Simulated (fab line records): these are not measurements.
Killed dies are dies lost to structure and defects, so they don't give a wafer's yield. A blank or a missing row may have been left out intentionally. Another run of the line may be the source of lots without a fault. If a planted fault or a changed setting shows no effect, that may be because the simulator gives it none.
The tool behind it: which one? + flow n5-finfet + 11 lots with 31 wafers sampled at 5 steps, on a route of 1938 steps

## WHAT EACH GAUGE READ, for each wafer
N5_BEOL_M4_RC_MEAS_101.
| lot  | measured     | on        | DIBL_N (mV/V)  | DIBL_P (mV/V)  | IOFF_N (nA/um) | IOFF_P (nA/um) | ION_N (uA/um) | ION_P (uA/um) | SS_N (mV/dec)  | SS_P (mV/dec)  | VT_N (mV)   | VT_P (mV)      |
|------|--------------|-----------|----------------|----------------|----------------|----------------|---------------|---------------|----------------|----------------|-------------|----------------|
| L186 | day 8 17:21  | prober-02 | 37.6 40.3 36.1 | 37.9 40.5 35.1 | 0.16 0.23 0.15 | 0.23 0.27 0.18 | 671 691 666   | 455 471 453   | 71.6 71.8 70.9 | 73.9 75.4 73.0 | 248 243 251 | -250 -247 -253 |
| L185 | day 8 17:50  | prober-01 | 37.7 36.6 37.5 | 37.9 37.3 37.5 | 0.21 0.18 0.19 | 0.25 0.23 0.23 | 689 679 683   | 467 465 461   | 72.5 71.9 72.7 | 74.7 74.8 73.5 | 244 248 246 | -249 -250 -251 |
| L187 | day 9 12:31  | prober-02 | 39.2 39.5      | 39.0 38.4      | 0.22 0.22      | 0.23 0.24      | 689 677       | 462 464       | 72.0 72.4      | 74.0 73.7      | 246 245     | -252 -252      |
| L190 | day 9 17:25  | prober-02 | 38.1 35.4 39.0 | 38.5 33.8 39.9 | 0.20 0.14 0.22 | 0.25 0.18 0.28 | 687 670 688   | 464 456 473   | 71.9 71.4 72.3 | 73.6 72.7 74.6 | 246 251 245 | -249 -252 -248 |
| L193 | day 10 21:35 | prober-01 | 36.3 36.0 35.0 | 34.0 33.9 32.9 | 0.13 0.13 0.12 | 0.17 0.16 0.16 | 664 671 658   | 456 453 458   | 70.8 70.9 71.3 | 72.6 73.0 72.2 | 253 252 256 | -258 -255 -256 |
| L196 | day 12 10:33 | prober-02 | 35.0 35.8      | 34.6 35.2      | 0.12 0.13      | 0.17 0.18      | 667 664       | 456 452       | 71.5 71.1      | 72.6 72.2      | 256 254     | -254 -252      |
| L200 | day 13 06:35 | prober-02 | 33.7 38.1 34.3 | 34.0 39.5 34.0 | 0.11 0.18 0.11 | 0.16 0.24 0.15 | 664 683 661   | 456 474 453   | 71.0 72.7 70.8 | 72.5 73.6 72.9 | 255 252 255 | -252 -250 -255 |
| L201 | day 13 10:46 | prober-02 | 36.8 39.3 36.1 | 35.1 38.0 33.2 | 0.16 0.19 0.14 | 0.19 0.25 0.16 | 683 680 671   | 464 468 451   | 71.6 72.0 71.9 | 73.5 74.0 73.2 | 249 248 252 | -251 -248 -255 |
| L204 | day 13 10:07 | prober-01 | 36.8 35.3 35.3 | 38.1 37.1 37.4 | 0.18 0.16 0.17 | 0.22 0.19 0.20 | 676 673 689   | 468 456 470   | 71.6 72.2 72.2 | 73.6 72.8 72.9 | 248 251 249 | -252 -254 -252 |
| L203 | day 13 19:34 | prober-01 | 33.3 33.8 35.5 | 34.4 34.5 36.3 | 0.14 0.12 0.16 | 0.16 0.16 0.19 | 686 662 674   | 462 455 456   | 72.0 71.7 71.9 | 72.5 73.3 73.9 | 250 254 250 | -254 -253 -253 |
| L205 | day 14 06:35 | prober-01 | 38.7 36.4 35.9 | 38.4 35.0 34.8 | 0.20 0.16 0.14 | 0.27 0.21 0.20 | 687 684 678   | 466 465 468   | 72.4 71.9 71.1 | 74.0 73.6 73.4 | 247 249 252 | -246 -250 -253 |

## WHICH TOOL RAN EACH LOT (tool, then ch and the chambers of the sampled wafers, then the start)
| lot  | N5_BEOL_M3_HM_DEP_02         | N5_BEOL_M3_COAT_22                | N5_BEOL_M3_DESCUM_33               | N5_BEOL_M3_ETCHBACK_99             |
|------|------------------------------|-----------------------------------|------------------------------------|------------------------------------|
| L186 | pvd-sputter-01, day 7 16:36  | litho-track-03 ch 0, day 7 17:38  | rie-diel-05 ch 0,3, day 7 18:20    | rie-diel-02 ch 0,1, day 8 00:38    |
| L185 | pvd-sputter-01, day 7 17:17  | litho-track-04 ch 0, day 7 18:24  | rie-diel-05 ch 0,1,2, day 7 18:48  | rie-diel-02 ch 0,1, day 8 01:06    |
| L187 | pvd-sputter-03, day 8 00:09  | litho-track-03 ch 0, day 8 01:08  | rie-diel-02 ch 1,2, day 8 01:41    | rie-diel-02 ch 1, day 8 06:23      |
| L190 | pvd-sputter-01, day 8 12:36  | litho-track-03 ch 0, day 8 13:43  | rie-diel-06 ch 1,2,3, day 8 14:14  | rie-diel-02 ch 1,2,3, day 8 16:01  |
| L193 | pvd-sputter-01, day 8 20:59  | litho-track-02 ch 0, day 8 22:00  | rie-diel-02 ch 1,2, day 8 22:24    | rie-diel-02 ch 0,3, day 9 04:46    |
| L196 | pvd-sputter-01, day 11 01:12 | litho-track-02 ch 0, day 11 02:17 | rie-diel-06 ch 2,3, day 11 02:41   | rie-diel-06 ch 0,2, day 11 15:40   |
| L200 | pvd-sputter-01, day 11 18:00 | litho-track-04 ch 0, day 11 19:07 | rie-diel-05 ch 0,1,3, day 11 19:38 | rie-diel-05 ch 1,2,3, day 12 06:26 |
| L201 | pvd-sputter-02, day 11 19:50 | litho-track-04 ch 0, day 11 20:56 | rie-diel-05 ch 0,1,3, day 11 21:23 | rie-diel-06 ch 1,2, day 12 06:28   |
| L204 | pvd-sputter-02, day 12 03:07 | litho-track-03 ch 0, day 12 04:19 | rie-diel-06 ch 1,3, day 12 04:43   | rie-diel-05 ch 0,2, day 12 10:38   |
| L203 | pvd-sputter-01, day 12 06:54 | litho-track-03 ch 0, day 12 08:05 | rie-diel-06 ch 0,2,3, day 12 08:29 | rie-diel-02 ch 0,1,3, day 12 17:10 |
| L205 | pvd-sputter-02, day 12 17:28 | litho-track-03 ch 0, day 12 18:35 | rie-diel-05 ch 0,1,3, day 12 19:01 | rie-diel-02 ch 0,1,3, day 13 00:01 |
- N5_BEOL_M3_HM_DEP_02: deposits TiN, target thk 20 nm.
- N5_BEOL_M3_COAT_22: resist thk 30 nm.
- N5_BEOL_M3_DESCUM_33: chemistry O2, time 7 s.
- N5_BEOL_M3_ETCHBACK_99: etches SiO2 in CHF3, target depth 5 nm, time 10.4 s.

## AS READ BY THE TOOLS THEMSELVES (means over the sampled wafers that have a number; for cases with no such wafer, the mark the record gives instead)
N5_BEOL_M3_HM_DEP_02.
| lot  | tool           | throttle-valve-pct (%) |
|------|----------------|------------------------|
| L186 | pvd-sputter-01 | 31.4                   |
| L185 | pvd-sputter-01 | 32.1                   |
| L187 | pvd-sputter-03 | 29.2                   |
| L190 | pvd-sputter-01 | 32.2                   |
| L193 | pvd-sputter-01 | 30.1                   |
| L196 | pvd-sputter-01 | 31.2                   |
| L200 | pvd-sputter-01 | 31.5                   |
| L201 | pvd-sputter-02 | 30.8                   |
| L204 | pvd-sputter-02 | 29.5                   |
| L203 | pvd-sputter-01 | 31.4                   |
| L205 | pvd-sputter-02 | 29.7                   |

N5_BEOL_M3_COAT_22.
| lot  | tool           | spin-speed-rpm (rpm) |
|------|----------------|----------------------|
| L186 | litho-track-03 | 1498.6               |
| L185 | litho-track-04 | 1500.8               |
| L187 | litho-track-03 | 1500.2               |
| L190 | litho-track-03 | 1499.9               |
| L193 | litho-track-02 | 1499.3               |
| L196 | litho-track-02 | 1499.1               |
| L200 | litho-track-04 | 1500.9               |
| L201 | litho-track-04 | 1499.5               |
| L204 | litho-track-03 | 1499.8               |
| L203 | litho-track-03 | 1314.7               |
| L205 | litho-track-03 | 1317.3               |

N5_BEOL_M3_DESCUM_33.
| lot  | tool        | bias-power-w (W) | drypump-motor-current-A (A) | oes-product-au (a.u.) | rf-vpp-V (V) | showerhead-plenum-p-Torr (Torr) | throttle-valve-pct (%) |
|------|-------------|------------------|-----------------------------|-----------------------|--------------|---------------------------------|------------------------|
| L186 | rie-diel-05 | 19.96            | 5.2                         | 0.80                  | 242.7        | 2.04                            | 20.28                  |
| L185 | rie-diel-05 | 20.06            | 5.7                         | 0.79                  | 243.8        | 2.10                            | 20.16                  |
| L187 | rie-diel-02 | 19.97            | 5.8                         | 0.81                  | 242.8        | 2.06                            | 20.40                  |
| L190 | rie-diel-06 | 19.96            | 5.9                         | 0.71                  | 243.4        | 2.14                            | 20.51                  |
| L193 | rie-diel-02 | 20.08            | 5.7                         | 0.81                  | 242.4        | 2.05                            | 20.40                  |
| L196 | rie-diel-06 | 19.99            | 5.7                         | 0.71                  | 244.0        | 2.17                            | 20.54                  |
| L200 | rie-diel-05 | 19.99            | 5.3                         | 0.82                  | 242.5        | 2.07                            | 20.29                  |
| L201 | rie-diel-05 | 20.01            | 5.3                         | 0.82                  | 242.8        | 2.07                            | 20.27                  |
| L204 | rie-diel-06 | 20.00            | 6.2                         | 0.67                  | 244.0        | 2.10                            | 20.59                  |
| L203 | rie-diel-06 | 19.99            | 5.5                         | 0.73                  | 243.2        | 2.11                            | 20.59                  |
| L205 | rie-diel-05 | 20.01            | 5.3                         | 0.81                  | 242.7        | 2.07                            | 20.29                  |

N5_BEOL_M3_ETCHBACK_99.
| lot  | tool        | drypump-motor-current-A (A) | oes-product-au (a.u.) | rf-vpp-V (V) | showerhead-plenum-p-Torr (Torr) | throttle-valve-pct (%) |
|------|-------------|-----------------------------|-----------------------|--------------|---------------------------------|------------------------|
| L186 | rie-diel-02 | 5.4                         | 0.79                  | 239          | 2.14                            | 17.18                  |
| L185 | rie-diel-02 | 5.4                         | 0.80                  | 237          | 2.14                            | 17.18                  |
| L187 | rie-diel-02 | 5.7                         | 0.84                  | 236          | 2.09                            | 17.02                  |
| L190 | rie-diel-02 | 5.7                         | 0.86                  | 237          | 2.11                            | 16.92                  |
| L193 | rie-diel-02 | 5.3                         | 0.78                  | 242          | 2.20                            | 17.26                  |
| L196 | rie-diel-06 | 5.5                         | 0.76                  | 244          | 2.17                            | 17.29                  |
| L200 | rie-diel-05 | 5.6                         | 0.82                  | 243          | 2.17                            | 16.94                  |
| L201 | rie-diel-06 | 5.9                         | 0.71                  | 241          | 2.20                            | 17.17                  |
| L204 | rie-diel-05 | 5.9                         | 0.82                  | 244          | 2.15                            | 16.79                  |
| L203 | rie-diel-02 | 5.4                         | 0.79                  | 239          | 2.14                            | 17.13                  |
| L205 | rie-diel-02 | 5.5                         | 0.79                  | 240          | 2.13                            | 17.15                  |

## THE ANSWER, worked out from the rows above alone
Rule: the usual values come from the lots themselves. The widest of any qualifying gaps counts: lots, ordered by their means at a reading, are off when they make up no more than a third of the lots, leave a main group of 4 or more, and stand apart from it by 3 or more times the standard deviation of that group's means. If all means in a main group match to the digits the tables above print for the reading, that group is not used. A lot without any number at a reading at which 4 lots or more have one is off too. Where the step has rows for the other lots, those lots are counted as sound. After the gauges, taken in route order, come the tools' own readings; for these a lot's mean is taken, as printed above. At the first step where some lot is off, the reading lying furthest off is the one used; lots without a number count as furthest.
Off at N5_BEOL_M3_COAT_22 (spin-speed-rpm): L203, L205. Mean 1499.8 rpm and standard deviation 0.72 in the main group.
A tool fits if, at that step or a process step before it, it ran every lot that is off, and no sound lot after the first of them. One fits: litho-track-03 at N5_BEOL_M3_COAT_22. Its last sound lot is L204 (day 12 04:19), its first lot that is off L203 (day 12 08:05): a fault that began between those two fits.
The tool's own readings at N5_BEOL_M3_COAT_22 bear it out: on the lots that are off they differ by more than 5 times the standard deviation of the sound lots' means. spin-speed-rpm reads 1316.0 rpm there against 1499.8 rpm on the sound lots.

## WHAT THE SIMULATOR PUT IN
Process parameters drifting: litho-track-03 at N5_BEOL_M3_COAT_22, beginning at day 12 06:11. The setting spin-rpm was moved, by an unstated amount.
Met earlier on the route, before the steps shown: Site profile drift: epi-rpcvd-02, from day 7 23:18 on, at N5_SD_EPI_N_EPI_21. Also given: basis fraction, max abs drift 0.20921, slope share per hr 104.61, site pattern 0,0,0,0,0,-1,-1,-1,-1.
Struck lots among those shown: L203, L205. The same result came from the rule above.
